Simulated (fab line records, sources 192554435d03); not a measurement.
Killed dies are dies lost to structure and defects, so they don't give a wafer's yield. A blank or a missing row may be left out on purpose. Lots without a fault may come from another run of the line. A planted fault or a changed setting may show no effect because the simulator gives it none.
Which tool did it? | flow n5_finfet | 11 lots, 33 wafers sampled, at 4 steps of a route of 1938

WHAT THE GAUGES READ, wafer by wafer
The record holds no reading of a measuring or inspecting step that can be judged against a usual standard deviation.

WHICH TOOL RAN EACH LOT (tool, then ch and the chambers of the sampled wafers, then the start)
lot  | N5_BEOL_M6_STRIP_36                | N5_BEOL_M6_ALD_77                   | N5_BEOL_M6_ANNEAL_51             | N5_BEOL_M7_ILD_DEP_00
L562 | rie_diel-05 ch 1,3, day 8 17:19    | ald_metal-01 ch 0,2, day 8 18:26    | rtp_anneal-02 ch 0, day 8 19:17  | pecvd-03 ch 0,2, day 8 20:04
L563 | rie_diel-06 ch 0,1,3, day 9 18:01  | ald_metal-02 ch 1,2, day 9 19:00    | rtp_anneal-02 ch 0, day 9 21:46  | pecvd-02 ch 0,1, day 9 22:32
L565 | rie_diel-06 ch 1,2,3, day 9 23:25  | ald_metal-03 ch 0,1, day 10 00:40   | rtp_anneal-02 ch 0, day 10 02:40 | pecvd-03 ch 1,2, day 10 03:25
L564 | rie_diel-06 ch 1,2,3, day 10 01:50 | ald_metal-01 ch 0,2, day 10 03:13   | rtp_anneal-02 ch 0, day 10 05:11 | pecvd-03 ch 1,2, day 10 05:58
L568 | rie_diel-06 ch 1,2,3, day 10 06:59 | ald_metal-02 ch 0,1, day 10 08:06   | rtp_anneal-02 ch 0, day 10 09:43 | pecvd-03 ch 0,2, day 10 10:31
L569 | rie_diel-05 ch 0,1,2, day 10 19:10 | ald_metal-02 ch 0,1,3, day 10 20:13 | rtp_anneal-01 ch 0, day 10 22:19 | pecvd-01 ch 0,1, day 10 23:05
L572 | rie_diel-06 ch 0,2, day 11 17:43   | ald_metal-02 ch 1,2,3, day 11 18:32 | rtp_anneal-02 ch 0, day 11 20:12 | pecvd-03 ch 0,2, day 11 21:15
L573 | rie_diel-03 ch 0,1, day 12 02:04   | ald_metal-02 ch 0,3, day 12 03:19   | rtp_anneal-02 ch 0, day 12 04:05 | pecvd-02 ch 1,2, day 12 04:53
L581 | rie_diel-05 ch 0,1,2, day 13 18:07 | ald_metal-03 ch 0,1,2, day 13 19:01 | rtp_anneal-02 ch 0, day 13 19:46 | pecvd-01 ch 0,1,2, day 13 20:34
L582 | rie_diel-03 ch 1,2,3, day 14 13:35 | ald_metal-01 ch 1,2,3, day 14 14:52 | rtp_anneal-02 ch 0, day 14 16:07 | pecvd-02 ch 0,2, day 14 16:55
L583 | rie_diel-03 ch 1,2, day 14 13:59   | ald_metal-03 ch 0,2,3, day 14 14:58 | rtp_anneal-01 ch 0, day 14 16:49 | pecvd-02 ch 0,1,2, day 14 17:40
- N5_BEOL_M6_STRIP_36: strips in N2/H2.
- N5_BEOL_M6_ALD_77: deposits TaN, target thk 2 nm, pulse time 2 s, purge time 3 s.
- N5_BEOL_M6_ANNEAL_51: time 90 s.
- N5_BEOL_M7_ILD_DEP_00: deposits SiCOH lowk from DEMS/porogen, target thk 179.75 nm, time 33.4 s.

WHAT THE TOOLS THEMSELVES READ (means of the sampled wafers that have a number; where no wafer has one, the mark that the record gives instead)
N5_BEOL_M6_STRIP_36. Usual: chamber_pressure_mTorr 20.00 mTorr, standard deviation 0.032; drypump_motor_current_A 5.7 A, standard deviation 0.43; oes_product_au 0.79 a.u., standard deviation 0.091; power_w 450.0 W, standard deviation 1.3; rf_vpp_V 59.1 V, standard deviation 1.6; showerhead_plenum_p_Torr 2.52 Torr, standard deviation 0.094; throttle_valve_pct 23.55 %, standard deviation 0.25.
lot  | tool        | chamber_pressure_mTorr (mTorr) | drypump_motor_current_A (A) | oes_product_au (a.u.) | power_w (W) | rf_vpp_V (V) | showerhead_plenum_p_Torr (Torr) | throttle_valve_pct (%) | flag
L562 | rie_diel-05 | 19.99                          | 5.2                         | 0.85                  | 450.1       | 58.6         | 2.49                            | 23.76                  |
L563 | rie_diel-06 | 20.02                          | 5.6                         | 0.71                  | 449.6       | 59.3         | 2.51                            | 23.44                  |
L565 | rie_diel-06 | 20.01                          | 5.8                         | 0.79                  | 450.3       | 60.2         | 2.55                            | 23.25                  |
L564 | rie_diel-06 | 19.98                          | 5.8                         | 0.79                  | 450.5       | 58.8         | 2.55                            | 23.24                  |
L568 | rie_diel-06 | 19.98                          | 5.9                         | 0.79                  | 450.1       | 59.1         | 2.55                            | 23.26                  |
L569 | rie_diel-05 | 20.00                          | 5.5                         | 0.71                  | 449.9       | 60.1         | 2.54                            | 23.50                  |
L572 | rie_diel-06 | 19.96                          | 5.3                         | 0.94                  | 451.2       | 59.8         | 2.63                            | 23.47                  |
L573 | rie_diel-03 | 20.01                          | 5.8                         | 0.81                  | 450.8       | 60.3         | 2.48                            | 23.60                  |
L581 | rie_diel-05 | 19.98                          | 5.5                         | 0.69                  | 450.1       | 59.2         | 2.53                            | 23.53                  |
L582 | rie_diel-03 | 19.98                          | 5.7                         | 0.80                  | 450.8       | 58.9         | 2.49                            | 23.80                  |
L583 | rie_diel-03 | 20.03                          | 5.9                         | 0.75                  | 450.6       | 60.2         | 2.47                            | 23.92                  |

N5_BEOL_M6_ALD_77. Usual: heater_power_w 413 W, standard deviation 39.
lot  | tool         | heater_power_w (W) | flag
L562 | ald_metal-01 | 393                |
L563 | ald_metal-02 | 406                |
L565 | ald_metal-03 | 447                |
L564 | ald_metal-01 | 416                |
L568 | ald_metal-02 | 410                |
L569 | ald_metal-02 | 388                |
L572 | ald_metal-02 | 387                |
L573 | ald_metal-02 | 385                |
L581 | ald_metal-03 | 455                |
L582 | ald_metal-01 | 382                |
L583 | ald_metal-03 | 444                |

N5_BEOL_M6_ANNEAL_51. Usual: wafer_temp_C_max 225.91, standard deviation 0.23.
lot  | tool          | wafer_temp_C_max | flag
L562 | rtp_anneal-02 | 226.00           |
L563 | rtp_anneal-02 | 225.68           |
L565 | rtp_anneal-02 | 225.73           |
L564 | rtp_anneal-02 | 225.85           |
L568 | rtp_anneal-02 | 226.07           |
L569 | rtp_anneal-01 | 225.93           |
L572 | rtp_anneal-02 | 226.12           |
L573 | rtp_anneal-02 | 225.91           |
L581 | rtp_anneal-02 | 225.83           |
L582 | rtp_anneal-02 | 225.91           |
L583 | rtp_anneal-01 | 225.87           |

N5_BEOL_M7_ILD_DEP_00. Usual: heater_power_w 305 W, standard deviation 47; showerhead_plenum_p_Torr 5.743 Torr, standard deviation 0.014; throttle_valve_pct 13.9 %, standard deviation 0.65.
lot  | tool     | heater_power_w (W) | showerhead_plenum_p_Torr (Torr) | throttle_valve_pct (%) | flag
L562 | pecvd-03 | 260                | 5.730                           | 13.7                   |
L563 | pecvd-02 | 338                | 5.740                           | 14.4                   |
L565 | pecvd-03 | 294                | 5.752                           | 14.0                   |
L564 | pecvd-03 | 310                | 5.749                           | 13.9                   |
L568 | pecvd-03 | 285                | 5.736                           | 13.7                   |
L569 | pecvd-01 | 324                | 5.734                           | 13.6                   |
L572 | pecvd-03 | 269                | 5.738                           | 13.3                   |
L573 | pecvd-02 | 310                | 5.743                           | 14.0                   |
L581 | pecvd-01 | 328                | 5.740                           | 13.4                   |
L582 | pecvd-02 | 345                | 5.748                           | 14.4                   |
L583 | pecvd-02 | 307                | 5.738                           | 14.2                   |

THE ANSWER, worked out from the rows above alone
Rule: a lot is off if the mean of its wafers that have a number lies more than 3 standard deviations from the usual mean. A lot without any number at a reading at which 4 lots or more have one is off too. The other lots that the step has rows for count as sound. The gauges are gone through in route order, then the tools' own readings, and for those a lot's mean is taken as printed above. The first step at which some lot is off is used, and at that step the reading that is off furthest; a lot without a number counts as furthest.
No lot is off at any reading shown: from this, nothing can be told.

WHAT THE SIMULATOR HAD PUT IN
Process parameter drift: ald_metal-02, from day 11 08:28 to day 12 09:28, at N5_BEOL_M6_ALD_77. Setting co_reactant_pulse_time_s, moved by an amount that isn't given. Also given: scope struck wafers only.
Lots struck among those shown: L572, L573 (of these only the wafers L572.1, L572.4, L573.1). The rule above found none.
